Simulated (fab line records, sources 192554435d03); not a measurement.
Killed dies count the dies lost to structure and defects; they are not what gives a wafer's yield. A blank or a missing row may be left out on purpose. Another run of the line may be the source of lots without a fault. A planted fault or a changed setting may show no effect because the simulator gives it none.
fab line records ; flow n5-finfet ; part 1 of 2: steps 1 to 23 of 31
record: lots: 5; wafers: 15; last-day: 17
route steps=1938 shown PMOS_HMC_CHANNEL_EPI@68 FIN_SAQP@90
lots that met no fault: from a run of the same line without faults
start-h: hours from the record's first day to the start of the lot's first wafer shown ; wait-h: how many hours have passed since the lot's step before this one ; " the same as in the row above ; L1.1+2: a row that stands for several wafers ; - either no value or no given start ; * or withheld: withheld ; < > ~ a bound
route shown NAME@n: a module of which the file shows steps, and the number in the route of the first ; usual: average and standard deviation across the fault-free wafers ; same: alike in all rows ; chamber/n: place in a boat ; sites: the reading at each site ; _std_site: standard deviation across them ; _edge_site: the outer-site mean with the inner-site mean subtracted ; radius-mm: how far each site lies from the wafer's centre ; mask NAME#n: copy n ; behind: tool/chamber where the wafer was last shaped ; hold: why the lot went on hold/how many hours it stayed there/how the hold came to an end ; device: the n, p or np transistor that did not switch ; end of line: the tests these same wafers got at the end of their route ; step lacking rows: just its recipe ; killed: dies that structure and defects cost at the first sort, which is not the same as the wafer's yield ; map: the dies of a wafer, with x for killed, . for not killed, _ for no die there
set.NAME: the run value of the setting; set.NAME@STEP: its run value at that earlier step ; model.NAME: the simulator's own value behind a step, which no gauge read
a table for each step, a row for each wafer; lots at some steps of the route
services: when a tool's chamber went out of use (start-h, in hours from the record's first day, below 0 if earlier), for how many hours, and the reason
== steps ==
step: N5_PMOS_HMC_CHANNEL_EPI_DESCUM_14
recipe: chemistry: O2; time-s: 7.9; source-power-w: 50; bias-power-w: 20; pressure-mtorr: 20; rf-frequency-hz: 2.712e+07; temp-c: 40; resist: CAR-ArF-block; o2-flow-sccm: 225
usual: drypump-motor-current-A: 5.7/0.56; oes-product-au: 0.80/0.095; rf-vpp-V: 243.0/1.4; showerhead-plenum-p-Torr: 2.10/0.069; throttle-valve-pct: 20.41/0.17
lot.wafer;tool;chamber;start-h;wait-h;drypump-motor-current-A;oes-product-au;rf-hours-counter-h;rf-vpp-V;showerhead-plenum-p-Torr;throttle-valve-pct
L076.3;rie-diel-06;2;29.28;0.0;6.6;0.72;223;244.4;2.15;20.73
L076.4;rie-diel-06;0;29.28;0.0;6.3;0.69;236;243.5;2.15;20.50
L076.6;rie-diel-06;2;29.28;0.0;6.6;0.71;-;244.4;2.15;20.70
L085.2;rie-diel-01;1;83.53;0.0;6.8;0.87;42;243.2;2.14;20.29
L085.3;rie-diel-01;0;83.53;0.0;5.5;0.88;35;243.3;2.14;20.20
L085.6;rie-diel-01;0;83.53;0.0;5.4;0.88;-;243.6;2.14;20.18
L088.1;rie-diel-04;2;101.59;0.3;6.2;0.79;106;241.6;2.04;20.59
L088.4;rie-diel-04;1;101.59;0.3;5.9;0.79;118;244.7;2.19;20.44
L088.6;rie-diel-04;0;101.59;0.3;5.4;0.69;-;240.5;1.98;20.59
L090.2;rie-diel-01;3;113.07;0.0;5.4;0.68;237;242.1;2.06;20.34
L090.4;rie-diel-01;2;113.07;0.0;4.8;0.78;123;240.9;2.01;20.38
L090.5;rie-diel-01;3;113.07;0.0;5.4;0.68;-;243.0;2.06;20.35
L092.2;rie-diel-01;0;125.80;0.0;5.5;0.88;49;242.6;2.13;20.23
L092.3;rie-diel-01;3;125.80;0.0;5.4;0.69;241;243.0;2.06;20.36
L092.4;rie-diel-01;3;125.80;0.0;5.4;0.69;-;244.5;2.06;20.36
step: N5_PMOS_HMC_CHANNEL_EPI_ETCH_32
recipe: chemistry: N2/H2; target: BARC; stop-on: SiO2; target-depth-a: 858; over-etch-frac: 0.3; time-s: 50.3; ion-energy-ev: 200; mask-material: CAR-ArF-block; pressure-mtorr: 30; source-w: 840; bias-w: 150; n2-flow-sccm: 200; h2-flow-sccm: 200
usual: drypump-motor-current-A: 5.7/0.56; oes-product-au: 0.68/0.078; rf-vpp-V: 524.0/2.5; showerhead-plenum-p-Torr: 2.55/0.086; throttle-valve-pct: 17.87/0.19
lot.wafer;tool;chamber;start-h;wait-h;drypump-motor-current-A;oes-product-au;rf-hours-counter-h;rf-vpp-V;showerhead-plenum-p-Torr;throttle-valve-pct
L076.3;rie-diel-06;2;29.31;0.0;6.6;0.61;223;525.6;2.62;18.28
L076.4;rie-diel-06;0;29.31;0.0;6.3;0.60;236;525.4;2.62;18.05
L076.6;rie-diel-06;2;29.31;0.0;6.6;0.61;-;524.6;2.62;18.28
L085.2;rie-diel-01;1;83.56;0.0;6.8;0.74;42;525.9;2.59;17.74
L085.3;rie-diel-01;0;83.56;0.0;5.5;0.76;35;526.1;2.60;17.68
L085.6;rie-diel-01;0;83.56;0.0;5.5;0.76;-;525.7;2.60;17.66
L088.1;rie-diel-04;2;101.62;0.0;6.2;0.67;106;522.8;2.46;18.06
L088.4;rie-diel-04;1;101.62;0.0;5.9;0.67;118;526.5;2.67;17.89
L088.6;rie-diel-04;0;101.62;0.0;5.3;0.59;-;519.7;2.40;18.03
L090.2;rie-diel-01;3;113.11;0.0;5.4;0.59;237;524.4;2.50;17.80
L090.4;rie-diel-01;2;113.11;0.0;4.9;0.66;123;520.4;2.45;17.85
L090.5;rie-diel-01;3;113.11;0.0;5.4;0.60;-;522.4;2.50;17.83
L092.2;rie-diel-01;0;125.84;0.0;5.4;0.74;49;526.0;2.59;17.69
L092.3;rie-diel-01;3;125.84;0.0;5.4;0.59;241;522.5;2.50;17.82
L092.4;rie-diel-01;3;125.84;0.0;5.4;0.59;-;522.1;2.50;17.82
step: N5_PMOS_HMC_CHANNEL_EPI_HM_OPEN_15
recipe: chemistry: CHF3/O2; target: SiO2; mask-material: CAR-ArF-block; target-depth-a: 406; CHF3_flow_sccm: 50; O2_flow_sccm: 5; Ar_flow_sccm: 200; time-s: 20.3; pressure-mtorr: 30; source-w: 650; bias-w: 170; ion-energy-ev: 200
usual: drypump-motor-current-A: 5.7/0.56; oes_f_703_au: 0.80/0.093; oes-product-au: 0.80/0.095; rf-vpp-V: 525/5; showerhead-plenum-p-Torr: 2.42/0.077; throttle-valve-pct: 18.89/0.18
lot.wafer;tool;chamber;start-h;wait-h;drypump-motor-current-A;oes_f_703_au;oes-product-au;rf-hours-counter-h;rf-vpp-V;showerhead-plenum-p-Torr;throttle-valve-pct
L076.3;rie-diel-06;2;29.35;0.0;6.6;0.71;0.71;223;533;2.48;19.25
L076.4;rie-diel-06;0;29.35;0.0;6.3;0.69;0.69;236;524;2.48;19.00
L076.6;rie-diel-06;2;29.35;0.0;6.6;0.71;0.71;-;534;2.48;19.24
L085.2;rie-diel-01;1;83.61;0.0;6.7;0.88;0.87;42;515;2.46;18.75
L085.3;rie-diel-01;0;83.61;0.0;5.4;0.89;0.89;35;522;2.46;18.68
L085.6;rie-diel-01;0;83.61;0.0;5.4;0.90;0.88;-;521;2.46;18.69
L088.1;rie-diel-04;2;101.66;0.0;6.2;0.78;0.79;106;528;2.34;19.03
L088.4;rie-diel-04;1;101.66;0.0;5.9;0.79;0.80;119;528;2.52;18.93
L088.6;rie-diel-04;0;101.66;0.0;5.4;0.70;0.68;-;520;2.28;19.05
L090.2;rie-diel-01;3;113.15;0.0;5.4;0.69;0.68;237;523;2.38;18.91
L090.4;rie-diel-01;2;113.15;0.0;4.9;0.78;0.78;123;528;2.33;18.93
L090.5;rie-diel-01;3;113.15;0.0;5.4;0.70;0.67;-;524;2.39;18.89
L092.2;rie-diel-01;0;125.88;0.0;5.5;0.87;0.86;49;521;2.45;18.71
L092.3;rie-diel-01;3;125.88;0.0;5.4;0.70;0.68;241;523;2.38;18.91
L092.4;rie-diel-01;3;125.88;0.0;5.4;0.69;0.68;-;524;2.38;18.90
step: N5_PMOS_HMC_CHANNEL_EPI_STRIP_33
recipe: chemistry: N2/H2; power-w: 500; temp-c: 40; pressure-mtorr: 50; rf-frequency-hz: 6e+07; overash-fraction: 0.3; bias-power-w: 8; h2-frac: 0.5; n2-flow-sccm: 300; h2-flow-sccm: 300
usual: drypump-motor-current-A: 5.7/0.56; oes-product-au: 0.80/0.095; rf-vpp-V: 54.2/1.6; showerhead-plenum-p-Torr: 3.36/0.11; throttle-valve-pct: 18.99/0.27
same: overash-fraction: 0.3
lot.wafer;tool;chamber;start-h;wait-h;drypump-motor-current-A;oes-product-au;rf-hours-counter-h;rf-vpp-V;showerhead-plenum-p-Torr;throttle-valve-pct
L076.3;rie-diel-06;2;29.41;0.0;6.6;0.71;223;55.7;3.45;19.59
L076.4;rie-diel-06;0;29.41;0.0;6.2;0.68;236;51.6;3.45;19.27
L076.6;rie-diel-06;2;29.41;0.0;6.6;0.71;-;55.1;3.45;19.58
L085.2;rie-diel-01;1;83.66;0.0;6.8;0.85;42;53.9;3.42;18.90
L085.3;rie-diel-01;0;83.66;0.0;5.5;0.88;35;54.4;3.43;18.76
L085.6;rie-diel-01;0;83.66;0.0;5.5;0.88;-;54.0;3.43;18.77
L088.1;rie-diel-04;2;101.72;0.0;6.2;0.78;106;51.2;3.25;19.56
L088.4;rie-diel-04;1;101.72;0.0;5.9;0.78;119;55.5;3.52;18.87
L088.6;rie-diel-04;0;101.72;0.0;5.4;0.67;-;56.0;3.18;18.97
L090.2;rie-diel-01;3;113.20;0.0;5.4;0.69;237;53.5;3.30;18.95
L090.4;rie-diel-01;2;113.20;0.0;4.9;0.80;123;54.0;3.24;18.96
L090.5;rie-diel-01;3;113.20;0.0;5.4;0.69;-;55.2;3.30;18.96
L092.2;rie-diel-01;0;125.94;0.0;5.4;0.87;49;53.5;3.42;18.76
L092.3;rie-diel-01;3;125.94;0.0;5.4;0.69;241;52.9;3.30;18.98
L092.4;rie-diel-01;3;125.94;0.0;5.4;0.69;-;57.6;3.30;18.91
step: N5_PMOS_HMC_CHANNEL_EPI_STRIP_17
recipe: chemistry: SPM; time-s: 750; temp-c: 130; h2so4-h2o2-vol-ratio: 4; dry: ipa-marangoni
usual: bath-guard-temp-C: 129.9/0.6
lot.wafer;tool;chamber;start-h;wait-h;bath-guard-temp-C
L076.3;wet-bench-04;5;29.48;-;130.4
L076.4;wet-bench-04;2;29.48;-;130.2
L076.6;wet-bench-04;6;29.48;-;130.3
L085.2;wet-bench-01;7;83.73;-;130.7
L085.3;wet-bench-01;4;83.73;-;129.1
L085.6;wet-bench-01;0;83.73;-;129.2
L088.1;wet-bench-01;2;101.79;-;129.0
L088.4;wet-bench-01;1;101.79;-;129.6
L088.6;wet-bench-01;3;101.79;-;130.0
L090.2;wet-bench-01;3;113.27;-;130.2
L090.4;wet-bench-01;1;113.27;-;129.4
L090.5;wet-bench-01;4;113.27;-;128.8
L092.2;wet-bench-01;2;126.00;-;129.6
L092.3;wet-bench-01;4;126.00;-;129.1
L092.4;wet-bench-01;1;126.00;-;129.1
step: N5_PMOS_HMC_CHANNEL_EPI_ETCH_38
recipe: chemistry: CF4; target: SiO2; target-depth-a: 15; ion-energy-ev: 350; pressure-mtorr: 10; icp-w: 800; bias-w: 400; cf4-flow-sccm: 80
usual: drypump-motor-current-A: 6.1/0.38; oes-product-au: 0.992/0.0085; throttle-valve-pct: 21.74/0.19
lot.wafer;tool;chamber;start-h;wait-h;drypump-motor-current-A;oes-product-au;rf-hours-counter-h;throttle-valve-pct
L076.3;rie-si-01;1;29.74;0.0;5.8;1.007;164;21.53
L076.4;rie-si-01;2;29.74;0.0;6.3;1.013;130;21.64
L076.6;rie-si-01;1;29.74;0.0;5.8;0.993;-;21.52
L085.2;rie-si-01;1;83.97;0.0;5.8;0.973;165;21.52
L085.3;rie-si-01;3;83.97;0.0;6.2;0.986;190;21.88
L085.6;rie-si-01;0;83.97;0.0;5.9;0.983;-;21.96
L088.1;rie-si-03;2;102.02;0.0;5.8;0.992;50;21.74
L088.4;rie-si-03;3;102.02;0.0;5.4;0.976;93;21.48
L088.6;rie-si-03;1;102.02;0.0;6.3;0.984;-;21.47
L090.2;rie-si-01;3;113.51;0.0;6.2;0.999;190;21.87
L090.4;rie-si-01;1;113.51;0.0;5.8;0.984;166;21.53
L090.5;rie-si-01;0;113.51;0.0;5.9;0.981;-;21.95
L092.2;rie-si-02;2;126.24;0.0;6.6;0.995;87;21.71
L092.3;rie-si-02;3;126.24;0.0;6.4;0.997;105;22.12
L092.4;rie-si-02;1;126.24;0.0;5.5;0.993;149;21.58
step: N5_PMOS_HMC_CHANNEL_EPI_FIN_RECESS_16
recipe: chemistry: HBr/Cl2; target: Si; mask-material: SiO2; target-depth-a: 540; time-s: 18; pressure-mtorr: 10; icp-w: 800; bias-w: 75; HBr_flow_sccm: 150; Cl2_flow_sccm: 80
usual: drypump-motor-current-A: 6.1/0.38; oes-product-au: 0.993/0.0089; throttle-valve-pct: 35.47/0.24
lot.wafer;tool;chamber;start-h;wait-h;drypump-motor-current-A;oes-product-au;rf-hours-counter-h;throttle-valve-pct
L076.3;rie-si-01;1;29.76;0.0;5.8;0.993;164;35.21
L076.4;rie-si-01;2;29.76;0.0;6.3;1.002;130;35.30
L076.6;rie-si-01;1;29.76;0.0;5.8;0.996;-;35.22
L085.2;rie-si-01;1;83.99;0.0;5.8;0.993;165;35.21
L085.3;rie-si-01;3;83.99;0.0;6.2;0.995;190;35.67
L085.6;rie-si-01;0;83.99;0.0;6.0;0.982;-;35.70
L088.1;rie-si-03;2;102.04;0.0;5.9;0.993;50;35.37
L088.4;rie-si-03;3;102.04;0.0;5.3;0.990;93;35.11
L088.6;rie-si-03;1;102.04;0.0;6.3;0.974;-;35.13
L090.2;rie-si-01;3;113.53;0.0;6.2;1.010;190;35.67
L090.4;rie-si-01;1;113.53;0.0;5.8;0.997;166;35.21
L090.5;rie-si-01;0;113.53;0.0;6.0;0.992;-;35.69
L092.2;rie-si-02;2;126.26;0.0;6.6;0.994;87;35.37
L092.3;rie-si-02;3;126.26;0.0;6.4;1.002;105;35.99
L092.4;rie-si-02;1;126.26;0.0;5.5;0.993;149;35.34
step: N5_PMOS_HMC_CHANNEL_EPI_PRECLEAN_36
recipe: chemistry: O3/DIW; time-s: 45; temp-c: 22; o3-ppm: 10
lot.wafer;tool;chamber;start-h;wait-h
L076.3+4+6;wet-bench-01;4,3,1;29.86;0.1
L085.2+3+6;wet-bench-04;6,0,7;84.08;0.1
L088.1+4+6;wet-bench-01;1,4,2;102.14;0.1
L090.2+4+5;wet-bench-02;6,2,1;113.63;0.1
L092.2+3+4;wet-bench-04;1,5,6;126.36;0.1
step: N5_PMOS_HMC_CHANNEL_EPI_PRECLEAN_18
recipe: chemistry: DHF; time-s: 30; temp-c: 25; dilution: withheld
lot.wafer;tool;chamber;start-h;wait-h
L076.3+4+6;wet-bench-01;4,3,1;29.87;0.0
L085.2+3+6;wet-bench-04;6,0,7;84.11;0.0
L088.1+4+6;wet-bench-01;1,4,2;102.16;0.0
L090.2+4+5;wet-bench-02;6,2,1;113.65;0.0
L092.2+3+4;wet-bench-04;1,5,6;126.37;0.0
step: N5_PMOS_HMC_CHANNEL_EPI_SRD_19
recipe: dry: ipa-marangoni; do-ppb: 5; time-s: 30; temp-c: 23; rinse-liquid: diw
lot.wafer;tool;chamber;start-h;wait-h
L076.3+4+6;wet-bench-01;4,3,1;29.88;0.0
L085.2+3+6;wet-bench-04;6,0,7;84.13;0.0
L088.1+4+6;wet-bench-01;1,4,2;102.17;0.0
L090.2+4+5;wet-bench-02;6,2,1;113.66;0.0
L092.2+3+4;wet-bench-04;1,5,6;126.38;0.0
step: N5_PMOS_HMC_CHANNEL_EPI_EPI_20
recipe: material: SiGe30; mask-material: SiO2; pressure-torr: 20; target-thk-a: 590; temp-c: 600
usual: susceptor-temp-C: 600.04/0.3
lot.wafer;tool;chamber;start-h;wait-h;susceptor-temp-C
L076.3;epi-rpcvd-01;0;30.33;0.4;600.11
L076.4;epi-rpcvd-01;0;30.33;0.4;600.61
L076.6;epi-rpcvd-01;0;30.33;0.4;600.18
L085.2;epi-rpcvd-03;0;84.40;0.2;599.67
L085.3;epi-rpcvd-03;0;84.40;0.2;599.75
L085.6;epi-rpcvd-03;0;84.40;0.2;599.84
L088.1;epi-rpcvd-03;0;102.21;0.0;599.78
L088.4;epi-rpcvd-03;0;102.21;0.0;599.71
L088.6;epi-rpcvd-03;0;102.21;0.0;599.86
L090.2;epi-rpcvd-01;0;113.90;0.2;599.74
L090.4;epi-rpcvd-01;0;113.90;0.2;599.45
L090.5;epi-rpcvd-01;0;113.90;0.2;599.98
L092.2;epi-rpcvd-01;0;126.63;0.2;600.13
L092.3;epi-rpcvd-01;0;126.63;0.2;600.28
L092.4;epi-rpcvd-01;0;126.63;0.2;600.25
step: N5_PMOS_HMC_CHANNEL_EPI_HM_STRIP_35
recipe: chemistry: dHF; temp-c: 25; material: SiO2; target: SiO2; target-depth-a: 396; time-s: 216
lot.wafer;tool;chamber;start-h;wait-h
L076.3+4+6;wet-bench-04;7,1,4;31.16;0.6
L085.2+3+6;wet-bench-01;6,5,7;85.43;0.8
L088.1+4+6;wet-bench-02;0,7,4;103.45;1.0
L090.2+4+5;wet-bench-01;2,7,0;114.94;0.8
L092.2+3+4;wet-bench-02;4,7,1;127.66;0.8
step: N5_PMOS_HMC_CHANNEL_EPI_SRD_39
recipe: dry: ipa-marangoni; time-s: 30; temp-c: 23; rinse-liquid: diw
lot.wafer;tool;chamber;start-h;wait-h
L076.3+4+6;wet-bench-04;7,1,4;31.23;0.0
L085.2+3+6;wet-bench-01;6,5,7;85.49;0.0
L088.1+4+6;wet-bench-02;0,7,4;103.51;0.0
L090.2+4+5;wet-bench-01;2,7,0;115.00;0.0
L092.2+3+4;wet-bench-02;4,7,1;127.73;0.0
step: N5_PMOS_HMC_CHANNEL_EPI_CMP_21
recipe: material: SiGe30; post-cmp-clean: alkaline-brush; target-thk-nm: 54
usual: motor-current-A: 12.1/0.98
lot.wafer;tool;chamber;start-h;wait-h;motor-current-A
L076.4;cmp-03;1;31.31;0.1;11.0
L076.3;cmp-03;3;31.31;0.1;11.5
L076.6;cmp-03;1;31.31;0.1;11.2
L085.3;cmp-04;2;85.53;0.0;10.1
L085.2;cmp-04;1;85.53;0.0;13.0
L085.6;cmp-04;3;85.53;0.0;12.7
L088.4;cmp-04;2;103.55;0.0;10.3
L088.1;cmp-04;0;103.55;0.0;13.0
L088.6;cmp-04;2;103.55;0.0;10.1
L090.2;cmp-03;2;115.04;0.0;14.0
L090.4;cmp-03;1;115.04;0.0;11.0
L090.5;cmp-03;3;115.04;0.0;11.6
L092.4;cmp-02;3;127.80;0.1;13.0
L092.3;cmp-02;0;127.80;0.1;11.9
L092.2;cmp-02;1;127.80;0.1;11.5
step: N5_PMOS_HMC_CHANNEL_EPI_THK_MEAS_22
recipe: reads: SiGe30_of_PMOS_HMC_CHANNEL_EPI_EPI_20
usual: HMC_CMP_THK: 53.6/0.69
lot.wafer;tool;chamber;start-h;wait-h;HMC_CMP_THK[nm]
L076.3;film-metro-02;-;31.57;-;55.1
L076.4;film-metro-02;-;31.57;-;53.5
L076.6;film-metro-02;-;31.57;-;54.9
L085.2;film-metro-02;-;85.83;-;54.4
L085.3;film-metro-02;-;85.83;-;52.7
L085.6;film-metro-02;-;85.83;-;53.1
L088.1;film-metro-02;-;103.84;-;53.9
L088.4;film-metro-02;-;103.84;-;53.2
L088.6;film-metro-02;-;103.84;-;53.7
L090.2;film-metro-01;-;115.34;-;53.5
L090.4;film-metro-01;-;115.34;-;54.8
L090.5;film-metro-01;-;115.34;-;53.7
L092.2;film-metro-01;-;128.06;-;54.1
L092.3;film-metro-01;-;128.06;-;52.9
L092.4;film-metro-01;-;128.06;-;54.1
step: N5_PMOS_HMC_CHANNEL_EPI_PRECLEAN_40
recipe: chemistry: DHF; time-s: 30; temp-c: 25; dilution: withheld
lot.wafer;tool;chamber;start-h;wait-h
L076.3+4+6;wet-bench-01;1,5,6;31.59;0.0
L085.2+3+6;wet-bench-02;7,5,0;85.85;0.0
L088.1+4+6;wet-bench-02;1,2,0;103.87;0.0
L090.2+4+5;wet-bench-04;4,3,7;115.36;0.0
L092.2+3+4;wet-bench-02;7,0,3;128.09;0.0
step: N5_PMOS_HMC_CHANNEL_EPI_PRECLEAN_37
recipe: chemistry: O3/DIW; time-s: 45; temp-c: 22; o3-ppm: 10
lot.wafer;tool;chamber;start-h;wait-h
L076.3+4+6;wet-bench-01;1,5,6;31.60;0.0
L085.2+3+6;wet-bench-02;7,5,0;85.88;0.0
L088.1+4+6;wet-bench-02;1,2,0;103.88;0.0
L090.2+4+5;wet-bench-04;4,3,7;115.39;0.0
L092.2+3+4;wet-bench-02;7,0,3;128.10;0.0
step: N5_PMOS_HMC_CHANNEL_EPI_PRECLEAN_24
recipe: chemistry: DHF; time-s: 30; temp-c: 25; dilution: withheld
lot.wafer;tool;chamber;start-h;wait-h
L076.3+4+6;wet-bench-01;1,5,6;31.62;0.0
L085.2+3+6;wet-bench-02;7,5,0;85.90;0.0
L088.1+4+6;wet-bench-02;1,2,0;103.89;0.0
L090.2+4+5;wet-bench-04;4,3,7;115.41;0.0
L092.2+3+4;wet-bench-02;7,0,3;128.11;0.0
step: N5_PMOS_HMC_CHANNEL_EPI_SRD_25
recipe: dry: ipa-marangoni; do-ppb: 5; time-s: 30; temp-c: 23; rinse-liquid: diw
lot.wafer;tool;chamber;start-h;wait-h
L076.3+4+6;wet-bench-01;1,5,6;31.62;0.0
L085.2+3+6;wet-bench-02;7,5,0;85.92;0.0
L088.1+4+6;wet-bench-02;1,2,0;103.90;0.0
L090.2+4+5;wet-bench-04;4,3,7;115.43;0.0
L092.2+3+4;wet-bench-02;7,0,3;128.12;0.0
step: N5_PMOS_HMC_CHANNEL_EPI_EPI_26
recipe: material: Si; target-thk-a: 38; temp-c: 650; precursor: SiH4/H2; pressure-torr: 20; time-s: 22.7
usual: susceptor-temp-C: 650.01/0.29; throttle-valve-pct: 11.01/0.26
lot.wafer;tool;chamber;start-h;wait-h;susceptor-temp-C;throttle-valve-pct
L076.3;epi-rpcvd-03;0;31.77;0.1;649.90;10.90
L076.4;epi-rpcvd-03;0;31.77;0.1;650.01;11.00
L076.6;epi-rpcvd-03;0;31.77;0.1;650.52;10.88
L085.2;epi-rpcvd-02;0;86.05;0.1;649.91;10.92
L085.3;epi-rpcvd-02;0;86.05;0.1;649.90;11.22
L085.6;epi-rpcvd-02;0;86.05;0.1;650.24;11.03
L088.1;epi-rpcvd-01;0;103.95;0.0;649.54;11.05
L088.4;epi-rpcvd-01;0;103.95;0.0;649.78;10.71
L088.6;epi-rpcvd-01;0;103.95;0.0;650.04;11.04
L090.2;epi-rpcvd-02;0;115.55;0.1;649.65;11.48
L090.4;epi-rpcvd-02;0;115.55;0.1;649.81;11.02
L090.5;epi-rpcvd-02;0;115.55;0.1;650.00;11.52
L092.2;epi-rpcvd-01;0;128.22;0.1;650.29;10.84
L092.3;epi-rpcvd-01;0;128.22;0.1;649.86;10.82
L092.4;epi-rpcvd-01;0;128.22;0.1;650.27;10.82
step: N5_PMOS_HMC_CHANNEL_EPI_INSPECT_30
recipe: inspect-instrument: darkfield; mode: post-epi
usual: raw-defect-count: 18/6.1
lot.wafer;tool;chamber;start-h;wait-h;raw-defect-count
L076.3;defect-inspect-01;-;32.05;0.0;7
L076.4;defect-inspect-01;-;32.05;0.0;21
L076.6;defect-inspect-01;-;32.05;0.0;28
L085.2;defect-inspect-01;-;86.46;0.0;13
L085.3;defect-inspect-01;-;86.46;0.0;28
L085.6;defect-inspect-01;-;86.46;0.0;35
L088.1;defect-inspect-01;-;104.32;0.0;13
L088.4;defect-inspect-01;-;104.32;0.0;12
L088.6;defect-inspect-01;-;104.32;0.0;29
L090.2;defect-inspect-01;-;115.87;0.0;15
L090.4;defect-inspect-01;-;115.87;0.0;20
L090.5;defect-inspect-01;-;115.87;0.0;15
L092.2;defect-inspect-01;-;128.54;0.0;15
L092.3;defect-inspect-01;-;128.54;0.0;11
L092.4;defect-inspect-01;-;128.54;0.0;17
step: N5_FIN_SAQP_PRECLEAN_42
recipe: chemistry: O3/DIW; time-s: 60; temp-c: 22; o3-ppm: 10
lot.wafer;tool;chamber;start-h;wait-h
L076.3+4+6;wet-bench-06;7,4,3;32.07;0.0
L085.2+3+6;wet-bench-06;4,7,3;86.48;0.0
L088.1+4+6;wet-bench-03;5,3,1;104.35;0.0
L090.2+4+5;wet-bench-05;7,2,6;115.90;0.0
L092.2+3+4;wet-bench-05;7,6,3;128.57;0.0
step: N5_FIN_SAQP_PRECLEAN_00
recipe: chemistry: SC1; time-s: 60; temp-c: 55; mix: 1:2:50
usual: bath-guard-temp-C: 55.1/0.48
lot.wafer;tool;chamber;start-h;wait-h;bath-guard-temp-C
L076.3;wet-bench-06;7;32.09;0.0;55.1
L076.4;wet-bench-06;4;32.09;0.0;55.1
L076.6;wet-bench-06;3;32.09;0.0;54.2
L085.2;wet-bench-06;4;86.51;0.0;55.1
L085.3;wet-bench-06;7;86.51;0.0;55.0
L085.6;wet-bench-06;3;86.51;0.0;54.7
L088.1;wet-bench-03;5;104.37;0.0;55.0
L088.4;wet-bench-03;3;104.37;0.0;55.6
L088.6;wet-bench-03;1;104.37;0.0;54.6
L090.2;wet-bench-05;7;115.92;0.0;55.1
L090.4;wet-bench-05;2;115.92;0.0;55.4
L090.5;wet-bench-05;6;115.92;0.0;55.0
L092.2;wet-bench-05;7;128.59;0.0;55.0
L092.3;wet-bench-05;6;128.59;0.0;55.1
L092.4;wet-bench-05;3;128.59;0.0;54.2
